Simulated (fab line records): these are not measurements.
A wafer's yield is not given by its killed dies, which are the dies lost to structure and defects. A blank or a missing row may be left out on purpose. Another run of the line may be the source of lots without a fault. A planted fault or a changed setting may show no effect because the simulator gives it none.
Matching of chambers || flow nand-harc || NHARC_P_CONTACT_DESCUM_17 on rie-diel-02 has 4 sister chambers
The step chemistry O2, time 3 s. 8 wafers are shown with their chamber, then 7 later ones without.

== EACH WAFER AND ITS CHAMBER ==
{"wafer": "L077.5", "chamber": 1, "showerhead-plenum-p-Torr (Torr)": 2.06, "oes-product-au (a.u.)": 0.996}
{"wafer": "L079.6", "chamber": 0, "showerhead-plenum-p-Torr (Torr)": 1.99, "oes-product-au (a.u.)": 1.018}
{"wafer": "L086.6", "chamber": 3, "showerhead-plenum-p-Torr (Torr)": 1.90, "oes-product-au (a.u.)": 0.995}
{"wafer": "L088.1", "chamber": 1, "showerhead-plenum-p-Torr (Torr)": 2.05, "oes-product-au (a.u.)": 0.986}
{"wafer": "L088.4", "chamber": 2, "showerhead-plenum-p-Torr (Torr)": 1.83, "oes-product-au (a.u.)": 1.000}
{"wafer": "L088.5", "chamber": 2, "showerhead-plenum-p-Torr (Torr)": 1.83, "oes-product-au (a.u.)": 0.999}
{"wafer": "L091.1", "chamber": 0, "showerhead-plenum-p-Torr (Torr)": 1.98, "oes-product-au (a.u.)": 0.995}
{"wafer": "L091.2", "chamber": 3, "showerhead-plenum-p-Torr (Torr)": 1.90, "oes-product-au (a.u.)": 1.010}

== WAFERS WITH NO CHAMBER GIVEN ==
{"wafer": "L091.4", "showerhead-plenum-p-Torr (Torr)": 1.83, "oes-product-au (a.u.)": 1.001}
{"wafer": "L095.2", "showerhead-plenum-p-Torr (Torr)": 2.05, "oes-product-au (a.u.)": 0.999}
{"wafer": "L095.4", "showerhead-plenum-p-Torr (Torr)": 1.98, "oes-product-au (a.u.)": 1.012}
{"wafer": "L095.5", "showerhead-plenum-p-Torr (Torr)": 2.05, "oes-product-au (a.u.)": 1.002}
{"wafer": "L097.2", "showerhead-plenum-p-Torr (Torr)": 2.05, "oes-product-au (a.u.)": 1.003}
{"wafer": "L097.4", "showerhead-plenum-p-Torr (Torr)": 1.90, "oes-product-au (a.u.)": 1.000}
{"wafer": "L097.6", "showerhead-plenum-p-Torr (Torr)": 2.05, "oes-product-au (a.u.)": 1.012}

== CHAMBER TAKEN BY EACH ==
{"wafer": "L091.4", "from the rows above": 2, "in truth": 2}
{"wafer": "L095.2", "from the rows above": 1, "in truth": 1}
{"wafer": "L095.4", "from the rows above": 0, "in truth": 0}
{"wafer": "L095.5", "from the rows above": 1, "in truth": 1}
{"wafer": "L097.2", "from the rows above": 1, "in truth": 1}
{"wafer": "L097.4", "from the rows above": 3, "in truth": 3}
{"wafer": "L097.6", "from the rows above": 1, "in truth": 1}
Correct placement for 7 of the 7. Left unplaced by these rows: 0. Placed wrongly: 0.
How it was worked out, from the rows above alone: a wafer's distance from a chamber is the root of the sum, over the readings, of the square of ((its reading less the chamber's mean) divided by the reading's scatter). The wafer belongs to the nearest chamber; if the next one is less than 2 further off, it can't be placed. Each chamber's mean is taken over the wafers shown for it. How the scatter is found: for the shown wafers, subtract from each reading the mean of its chamber, square and add these, divide the total by (wafers less chambers), then take the root.
